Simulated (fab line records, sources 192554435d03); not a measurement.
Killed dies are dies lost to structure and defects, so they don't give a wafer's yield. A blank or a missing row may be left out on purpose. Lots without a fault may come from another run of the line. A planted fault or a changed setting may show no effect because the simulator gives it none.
A struck lot beside a sound one | flow n5_finfet | 16 steps out of a route of 1938
Sound: wafers L356.3, L356.5, L356.6. Struck: wafers L346.1, L346.5, L346.6. The cause comes at the end.
At each step with rows: each side's tool, then ch and its chambers, then its first start. Under that, the readings that differ: sound wafers | struck wafers | difference of the means | sigmas: that difference in standard deviations of wafers without a fault.
alike: readings whose means differ by less than 2 such deviations, and words and numbers that are the same on both sides. not compared: withheld readings, readings that some wafer has no value for, bounds like >300 that may hide the same value, and numbers for which the record gives no deviation and whose values overlap.
The two part at a step that has a row with sigmas, a row that says differs or no value, or rows on one side only. Numbers that don't overlap but have no deviation are shown without sigmas and don't part them. A reading that every wafer of one side lacks parts them only if that side has two wafers or more.

N5_BEOL_M3_CD_MEAS_35: target cd 18 nm, target cd y 21 nm.
  sound on cd_sem-01, day 12 19:46; struck on cd_sem-01, day 10 03:40
  alike: cd_nm
N5_BEOL_M3_DEGAS_44: time 60 s.
  sound on pvd_sputter-02, day 12 19:52; struck on pvd_sputter-01, day 10 03:43
  alike: heater_power_w, susceptor_temp_C
then, 1 step without rows for these wafers: N5_BEOL_M3_PRE_CLEAN_45 (time 30 s).
N5_BEOL_M3_ALD_84: deposits TaN, pulse time 2 s, purge time 3 s, co reactant purge time 2 s.
  sound on ald_metal-04 ch 1,2, day 12 19:58; struck on ald_metal-02 ch 0,1, day 10 03:49
  alike: heater_power_w, susceptor_temp_C
then, 3 steps without rows for these wafers: N5_BEOL_M3_SURFACE_TREAT_85; N5_BEOL_M3_CVD_47 (deposits Co from CCTBA/H2, target thk 3 nm, time 223.8 s); N5_BEOL_M3_SPUTTER_48 (material Cu, target thk 4.5 nm, time 8.29 s).
N5_BEOL_M3_ANNEAL_49: time 240 s.
  sound on pvd_sputter-01, day 12 20:30; struck on pvd_sputter-03, day 10 04:20
  alike: heater_power_w, susceptor_temp_C
then, 1 step without rows for these wafers: N5_BEOL_M3_SPUTTER_79 (material Cu, target thk 4.5 nm, time 8.29 s).
N5_BEOL_M3_ANNEAL_80: time 240 s.
  sound on pvd_sputter-01, day 12 20:43; struck on pvd_sputter-03, day 10 04:33
  alike: heater_power_w, susceptor_temp_C
then, 1 step without rows for these wafers: N5_BEOL_M3_SPUTTER_81 (material Cu, target thk 4.5 nm, time 8.29 s).
N5_BEOL_M3_ANNEAL_82: time 240 s.
  sound on pvd_sputter-01, day 12 20:56; struck on pvd_sputter-03, day 10 04:46
  alike: heater_power_w, susceptor_temp_C
N5_BEOL_M3_SPUTTER_86: material Cu, target thk 4.5 nm, time 8.29 s.
  sound on pvd_sputter-01, day 12 21:05; struck on pvd_sputter-03, day 10 04:55
  no value came back on the struck wafers for chamber_pressure_pa (Pa), chuck_gas_flow_sccm (sccm), susceptor_temp_C (C), throttle_valve_pct (%); on the sound wafers chamber_pressure_pa (Pa) reads 0.0699 0.06987 0.0699
then, 1 step without rows for these wafers: N5_BEOL_M3_ANNEAL_87 (time 240 s).
N5_BEOL_M4_RC_MEAS_101:
  sound on prober-01 ch 0, day 13 06:50; struck on prober-01 ch 0, day 10 20:20
  alike: DIBL_N, DIBL_P, IOFF_N, IOFF_P, ION_N, ION_P, SS_N, SS_P, VT_N, VT_P
-- the record jumps here: 4 days lie between the struck wafers' starts before and after (it left off in module BEOL_M4 and takes up again in module PASSIVATION, whose first step shown is number 1936 of the route) --
N5_PASSIVATION_PROBE_49:
  the record has rows for the struck wafers here (prober-01, day 15 00:39) and none for the sound ones

WHERE THEY PART
First at N5_BEOL_M3_SPUTTER_86; last, within this record, at N5_PASSIVATION_PROBE_49.

WHY: what the simulator had put in
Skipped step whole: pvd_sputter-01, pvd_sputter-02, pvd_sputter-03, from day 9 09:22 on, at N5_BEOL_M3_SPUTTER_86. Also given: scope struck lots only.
